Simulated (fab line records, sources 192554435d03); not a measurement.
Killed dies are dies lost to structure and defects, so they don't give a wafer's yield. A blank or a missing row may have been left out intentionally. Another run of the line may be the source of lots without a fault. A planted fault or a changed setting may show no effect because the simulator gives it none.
Code-filled problem report in 8D (eight disciplines) form -- flow n5_finfet -- the parts of the form that need people (team, actions taken, sign-off) are left out

== 1. WHAT IS WRONG ==
At N5_FIN_SAQP_ETCH_51, etch_rf_on_time_s averages 126.8 s over 3 wafers from 2 lots, while fault-free wafers read 76.7 s, standard deviation 2.6. That puts it +19 standard deviations away from the usual mean.
The step: etches SiARC in CF4, target depth 45.5 nm, time 75.8 s.
First seen on wafer L200.6, day 3 05:38, on rie_diel-01. The record holds 26 wafers of 9 lots with a number at this step. By rule, "out" or "out of limits" means more than 4 standard deviations away from the usual mean. Any other wafer with a number is counted as sound.

== 2. WHAT IT IS, WHAT IT ISN'T ==
question,is,is not
which readings at this step,etch_rf_on_time_s,"cf4_flow_sccm, drypump_motor_current_A, oes_product_au, rf_vpp_V, showerhead_plenum_p_Torr, throttle_valve_pct"
which lots,"L200, L202","L198, L199, L209, L215, L216, L217, L218"
which wafers of those lots,"L200.6, L202.4, L202.6","L200.2, L200.3"
read on which tools,rie_diel-01,rie_diel-05
when,from day 3 05:38,"up to then (8 sound wafers); but 15 sound wafers of L209, L215, L216, L217, L218 came after"

== 3. SUSPECTS, AND WHAT RULES EACH OUT ==
Counting: if a tool at a process step up to the reading ran every lot that is out, it stays a suspect. Sound lots after the first of them don't rule it out here, since some wafers of a struck lot are sound.
- rie_diel-01 at N5_FIN_SAQP_ETCH_51 (etches SiARC in CF4, target depth 45.5 nm, time 75.8 s): kept. Every lot that is out went through it, the first being L200 (day 3 05:38); the last sound lot it ran before that was L199 (day 2 22:47). On those wafers its own readings are out: etch_rf_on_time_s.
Left after counting: rie_diel-01 at N5_FIN_SAQP_ETCH_51.

== 4. THE CAUSE (what the simulator had put in) ==
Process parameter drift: rie_diel-01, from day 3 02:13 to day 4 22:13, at N5_FIN_SAQP_ETCH_51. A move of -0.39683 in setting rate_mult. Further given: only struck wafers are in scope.
This tool alone remained once counting was done.

== 5. SEQUENCE OF EFFECTS, ordered by route ==
Each row: a reading where the mean over the struck wafers with a number is more than 3 standard deviations away from the usual. Readings are gone through only where the record gives a usual standard deviation; hours: the median, over the lots, of the time from a lot's start at the first step in this table giving one to that lot's start at this step; sigmas: the change measured in usual standard deviations.
hours,step,reading,usual,on struck wafers,change,sigmas
0,N5_FIN_SAQP_ETCH_51,etch_rf_on_time_s,76.7 s,126.8,+50.1,+19
Here are the process steps it includes:
- N5_FIN_SAQP_ETCH_51: etches SiARC in CF4, target depth 45.5 nm, time 75.8 s.
Later measuring or inspecting steps at which every struck wafer that the step has a row for has a number for every such reading, and none has moved that far: N5_BEOL_M4_RC_MEAS_101.

== 6. HOW IT WOULD HAVE BEEN CAUGHT EARLIER ==
The fault began at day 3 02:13; the first out-of-limits reading in this record came at day 3 05:38, 3 hours later.
